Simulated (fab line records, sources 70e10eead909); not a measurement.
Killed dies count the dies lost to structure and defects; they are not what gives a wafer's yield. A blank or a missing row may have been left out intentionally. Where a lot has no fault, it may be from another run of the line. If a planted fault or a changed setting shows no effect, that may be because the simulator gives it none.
Which tool was responsible?	flow nand harc	6 lots, 18 wafers sampled, at 5 steps of a route of 1302

## WHAT THE GAUGES SHOWED, per wafer
NHARC_END_SORT_01.
lot	measured	on	killed at array
L662	day 28 05:41	prober-01	32 30 22

## EACH LOT AND THE TOOL THAT RAN IT (in order: tool; ch and the chambers of the sampled wafers; start)
lot	NHARC_A_CHANNEL_HOLE_D2_ETCH_21	NHARC_A_CHANNEL_HOLE_D2_ETCH_26	NHARC_A_CHANNEL_HOLE_D2_ETCH_27	NHARC_A_CHANNEL_FILL_D2_PRECLEAN_00
L656	har etch-01 ch 0,1, day 13 18:12	har etch-01 ch 0,1, day 13 21:34	har etch-01 ch 0,1, day 13 21:46	wet bench-01 ch 0,3,4, day 13 23:33
L658	har etch-02 ch 0,1, day 14 18:47	har etch-02 ch 0,1, day 14 22:07	har etch-02 ch 0,1, day 14 22:18	wet bench-01 ch 2,3,6, day 15 00:04
L662	har etch-01 ch 0,1, day 17 06:14	har etch-01 ch 0,1, day 17 09:34	har etch-01 ch 0,1, day 17 09:46	wet bench-01 ch 0,2,3, day 17 11:34
L673	har etch-01 ch 0,1, day 20 12:29	har etch-01 ch 0,1, day 20 15:50	har etch-01 ch 0,1, day 20 16:02	wet bench-03 ch 0,3,6, day 20 17:58
L674	har etch-02 ch 0,1, day 21 06:29	har etch-02 ch 0,1, day 21 09:50	har etch-02 ch 0,1, day 21 10:02	wet bench-03 ch 1,2,5, day 21 11:49
L677	har etch-02 ch 0,1, day 22 16:13	har etch-02 ch 0,1, day 22 19:31	har etch-02 ch 0,1, day 22 19:43	wet bench-01 ch 2,4,5, day 22 21:28
- NHARC_A_CHANNEL_HOLE_D2_ETCH_21: etches the open film in C4F8/O2/Ar, time 514.3 s, target depth 1600 nm.
- NHARC_A_CHANNEL_HOLE_D2_ETCH_26: etches the open film in C4F8/O2/Ar, time 224.1 s, target depth 300 nm.
- NHARC_A_CHANNEL_HOLE_D2_ETCH_27: etches the open film in C4F8/O2/Ar, time 90 s, target depth 400 nm.
- NHARC_A_CHANNEL_FILL_D2_PRECLEAN_00: cleans in SC1.

## THE ANSWER, worked out from the rows above alone
Rule: what is usual is taken from the lots themselves. Put in order of their means at a reading, lots are off if they are a third of the lots or fewer, leave a main group of 4 or more, and stand apart from it by a gap of 3 or more times the standard deviation of the main group's means; of several such gaps the widest counts. Not used: any main group whose means are identical at the precision the tables above print for the reading. Also off: a lot with no number at a reading for which 4 or more lots have one. The other lots that the step has rows for count as sound.
No lot is off on any of the readings shown, so nothing can be concluded from this.

## WHAT THE SIMULATOR HAD PUT IN
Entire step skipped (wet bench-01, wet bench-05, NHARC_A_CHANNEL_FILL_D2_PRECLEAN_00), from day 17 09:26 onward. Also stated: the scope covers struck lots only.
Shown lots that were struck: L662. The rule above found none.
